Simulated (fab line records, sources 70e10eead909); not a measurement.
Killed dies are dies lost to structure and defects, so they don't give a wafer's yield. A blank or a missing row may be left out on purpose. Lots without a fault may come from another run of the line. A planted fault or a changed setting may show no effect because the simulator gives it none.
Chamber matching | flow nand_harc | NHARC_A_WL_FILL_ALD_10 on ald_hk-04: 4 sister chambers
The step deposits SiO2, target thk 50 nm, pulse time 10 s, ald cycles 500. 4 wafers are shown with their chamber, then 8 later ones without.

WAFERS WITH THEIR CHAMBER
wafer  | chamber | heater_power_w (W)
L076.1 | 1       | 447
L091.4 | 3       | 479
L091.5 | 2       | 417
L089.3 | 0       | 477

WAFERS WITHOUT THEIR CHAMBER
wafer  | heater_power_w (W)
L089.2 | 416
L089.5 | 473
L094.1 | 473
L094.3 | 421
L094.5 | 433
L095.3 | 465
L095.2 | 421
L095.5 | 468

WHICH CHAMBER EACH WENT THROUGH
wafer  | from the rows above          | in truth
L089.2 | 2                            | 2
L089.5 | can't be placed: 0 or 3      | 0
L094.1 | can't be placed: 0 or 3      | 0
L094.3 | 2                            | 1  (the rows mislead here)
L094.5 | can't be placed: 1 or 2      | 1
L095.3 | can't be placed: 0 or 3 or 1 | 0
L095.2 | 2                            | 2
L095.5 | can't be placed: 0 or 3 or 1 | 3
Placed correctly: 2 of 8. Can't be placed from these rows: 5 (the true chamber is among the candidates in 5). Placed wrongly: 1.
How it was worked out, from the rows above alone: a wafer's distance from a chamber is the root of the sum, over the readings, of the square of ((its reading less the chamber's mean) divided by the reading's scatter). The wafer belongs to the nearest chamber; if the next one is less than 2 further off, it can't be placed. A chamber's mean is the mean of its shown wafers. The scatter: with one shown wafer a chamber, the root of the mean of the squares of how far each hidden wafer lies from its nearest shown one.
